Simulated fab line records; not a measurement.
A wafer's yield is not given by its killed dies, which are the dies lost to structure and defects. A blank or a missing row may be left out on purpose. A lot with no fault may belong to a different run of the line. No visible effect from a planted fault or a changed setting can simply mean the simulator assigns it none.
Chamber matching | flow n5_finfet | N5_BEOL_M14_CMP_49 on cmp-02 has 4 sister chambers
The step polishes, stops on SiO2, t overpolish 5.2 s, target thk 560 nm. 4 wafers are shown with their chamber, then 8 later ones without.

## WAFERS, EACH WITH ITS CHAMBER
wafer  | chamber | motor_current_A (A)
L095.2 | 3       | 7.3
L095.3 | 0       | 7.1
L095.4 | 2       | 8.3
L094.2 | 1       | 7.8

## WAFERS MISSING THEIR CHAMBER
wafer  | motor_current_A (A)
L094.4 | 7.1
L094.5 | 8.2
L093.1 | 8.3
L093.4 | 8.2
L093.5 | 8.0
L096.2 | 8.4
L096.3 | 7.6
L096.6 | 7.5

## WHICH CHAMBER EACH ONE RAN IN
wafer  | from the rows above          | in truth
L094.4 | can't be placed: 0 or 3      | 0
L094.5 | 2                            | 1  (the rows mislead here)
L093.1 | 2                            | 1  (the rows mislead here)
L093.4 | 2                            | 2
L093.5 | can't be placed: 1 or 2      | 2
L096.2 | 2                            | 2
L096.3 | can't be placed: 1 or 3      | 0
L096.6 | can't be placed: 3 or 1 or 0 | 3
2 of 8 placed correctly. Not placeable from these rows: 4 (in 3, the candidates include the true chamber). Wrongly placed: 2.
How it was worked out, from the rows above alone: a wafer's distance from a chamber is the root of the sum, over the readings, of the square of ((its reading less the chamber's mean) divided by the reading's scatter). If the next closest chamber is less than 2 further off than the closest, the wafer can't be placed; otherwise it belongs to the closest. The mean given for a chamber averages the wafers shown for that chamber. The scatter: root of mean squared gap, hidden wafer to nearest shown wafer, with one shown wafer a chamber.
